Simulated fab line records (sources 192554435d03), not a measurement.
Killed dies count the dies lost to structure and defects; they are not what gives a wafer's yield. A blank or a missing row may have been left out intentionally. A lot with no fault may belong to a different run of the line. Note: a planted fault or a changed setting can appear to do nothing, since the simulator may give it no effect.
Comparing a struck lot with a sound one	flow n5Finfet	14 steps out of a route of 1938
Sound: the wafers L965.3, L965.5, L965.6. Wafers struck: L974.2, L974.4, L974.6. The cause is given at the end.
Order at every step that has rows: each side's tool, ch and its chambers, its first start. Under that, the readings that differ: sound wafers	struck wafers	difference of the means	sigmas: that difference in standard deviations of wafers without a fault.
alike: readings whose means differ by less than 2 such deviations, and words and numbers that are the same on both sides. not compared: withheld readings, readings that some wafer has no value for, bounds like >300 that may hide the same value, and numbers for which the record gives no deviation and whose values overlap.
Wherever a step has rows on one side only, a row that says differs or no value, or a row with sigmas, the two part there. Non-overlapping numbers with no deviation appear without sigmas and do not part them. Lack of a reading on every wafer of one side parts them only where that side has two or more wafers.

N5_MIM_BOT_DEGAS_01: time 60 s.
  sound: pvdSputter-02 at day 16 05:09; struck: pvdSputter-01 at day 18 14:24
  alike: heaterPowerW
N5_MIM_BOT_SPUTTER_00: material TiN, target thk 35 nm, time 89.7 s.
  sound: pvdSputter-02 at day 16 05:11; struck: pvdSputter-01 at day 18 14:26
  alike: throttleValvePct
N5_MIM_TOP_ALD_00: deposits Al2O3, purge time 3 s, co reactant pulse time 3 s.
  sound on aldHk-01 ch 1,2,3, day 16 05:17; struck on aldHk-03 ch 1,3, day 18 14:32
  alike: precursorPulseHeightRel
then, 1 step without rows for these wafers: N5_MIM_TOP_ALD_01 (deposits HfO2, target thk 5.6 nm, pulse time 1 s, purge time 3 s).
N5_MIM_TOP_ALD_02: deposits Al2O3, purge time 3 s, co reactant pulse time 3 s.
  sound: aldHk-01 ch 1,2,3; struck: aldHk-03 ch 1,3
  alike: precursorPulseHeightRel
then, 1 step without rows for these wafers: N5_MIM_TOP_DEGAS_04 (time 60 s).
N5_MIM_TOP_SPUTTER_03: material TiN, target thk 35 nm, time 89.7 s.
  sound: pvdSputter-02 at day 16 05:47; struck: pvdSputter-02 at day 18 15:14
  alike: throttleValvePct
then, 5 steps without rows for these wafers: N5_MIM_TOP_LITHO_HMDS_01 (time 60 s); N5_MIM_TOP_LITHO_COAT_02; N5_MIM_TOP_LITHO_EBR_04; N5_MIM_TOP_LITHO_SOFTBAKE_03 (time 90 s); N5_MIM_TOP_LITHO_EXPOSE_05 (exposes mask MIM TOP, target cd 2000 nm).
N5_MIM_TOP_LITHO_PEB_06:
  struck on lithoTrack-02, day 18 15:40; sound on lithoTrack-02 ch 0, day 16 06:11
reading	sound	struck	difference	sigmas
exhaustPa (Pa)	46.8 46.0 47.3	- - -	no value on the struck wafers	
  not compared: chillPlateTempC
then, 1 step without rows for these wafers: N5_MIM_TOP_LITHO_DEVELOP_07 (develop time 60 s).

WHERE THEY PART
Only at N5_MIM_TOP_LITHO_PEB_06, within this record.

WHY: what had been put in by the simulator
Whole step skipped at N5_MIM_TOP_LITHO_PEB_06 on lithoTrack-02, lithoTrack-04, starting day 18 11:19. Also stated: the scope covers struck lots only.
